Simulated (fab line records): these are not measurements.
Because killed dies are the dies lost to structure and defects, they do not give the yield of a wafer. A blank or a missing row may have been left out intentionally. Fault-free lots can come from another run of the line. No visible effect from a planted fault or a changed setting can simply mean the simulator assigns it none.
Matching of chambers || flow nand-harc || 3 sister chambers for NHARC_P_M0_PRE_CLEAN_31 on pecvd-04
The step time 12 s. 6 wafers are shown with their chamber, then 9 later ones without.

## WAFERS, EACH WITH ITS CHAMBER
{"wafer": "L081.4", "chamber": 1, "heater-power-w (W)": 553, "heater-power-outer-w (W)": 300}
{"wafer": "L082.2", "chamber": 2, "heater-power-w (W)": 690, "heater-power-outer-w (W)": 379}
{"wafer": "L082.6", "chamber": 2, "heater-power-w (W)": 676, "heater-power-outer-w (W)": 390}
{"wafer": "L085.4", "chamber": 1, "heater-power-w (W)": 498, "heater-power-outer-w (W)": 269}
{"wafer": "L088.3", "chamber": 0, "heater-power-w (W)": 553, "heater-power-outer-w (W)": 348}
{"wafer": "L088.6", "chamber": 0, "heater-power-w (W)": 529, "heater-power-outer-w (W)": 351}

## WAFERS MISSING THEIR CHAMBER
{"wafer": "L091.2", "heater-power-w (W)": 521, "heater-power-outer-w (W)": 334}
{"wafer": "L091.3", "heater-power-w (W)": 514, "heater-power-outer-w (W)": 330}
{"wafer": "L091.4", "heater-power-w (W)": 535, "heater-power-outer-w (W)": 300}
{"wafer": "L092.2", "heater-power-w (W)": 594, "heater-power-outer-w (W)": 334}
{"wafer": "L092.4", "heater-power-w (W)": 512, "heater-power-outer-w (W)": 334}
{"wafer": "L092.5", "heater-power-w (W)": 591, "heater-power-outer-w (W)": 335}
{"wafer": "L093.3", "heater-power-w (W)": 533, "heater-power-outer-w (W)": 324}
{"wafer": "L093.4", "heater-power-w (W)": 505, "heater-power-outer-w (W)": 337}
{"wafer": "L093.6", "heater-power-w (W)": 600, "heater-power-outer-w (W)": 323}

## WHICH CHAMBER EACH WENT THROUGH
{"wafer": "L091.2", "from the rows above": 0, "in truth": 0}
{"wafer": "L091.3", "from the rows above": "can't be placed: 0 or 1", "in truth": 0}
{"wafer": "L091.4", "from the rows above": 1, "in truth": 1}
{"wafer": "L092.2", "from the rows above": 0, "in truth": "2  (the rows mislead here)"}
{"wafer": "L092.4", "from the rows above": 0, "in truth": 0}
{"wafer": "L092.5", "from the rows above": 0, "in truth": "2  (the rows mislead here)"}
{"wafer": "L093.3", "from the rows above": "can't be placed: 0 or 1", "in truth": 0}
{"wafer": "L093.4", "from the rows above": 0, "in truth": 0}
{"wafer": "L093.6", "from the rows above": "can't be placed: 0 or 1", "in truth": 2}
Correct placement for 4 of the 9. Cannot be placed on the basis of these rows: 3; the candidates contain the true chamber in 2. 2 placed wrongly.
How it was worked out, from the rows above alone: a wafer's distance from a chamber is the root of the sum, over the readings, of the square of ((its reading less the chamber's mean) divided by the reading's scatter). The wafer belongs to the nearest chamber; if the next one is less than 2 further off, it can't be placed. The mean given for a chamber averages the wafers shown for that chamber. The scatter: the root of (the sum of the squares of (reading less its chamber's mean) over the shown wafers, divided by (wafers less chambers)).
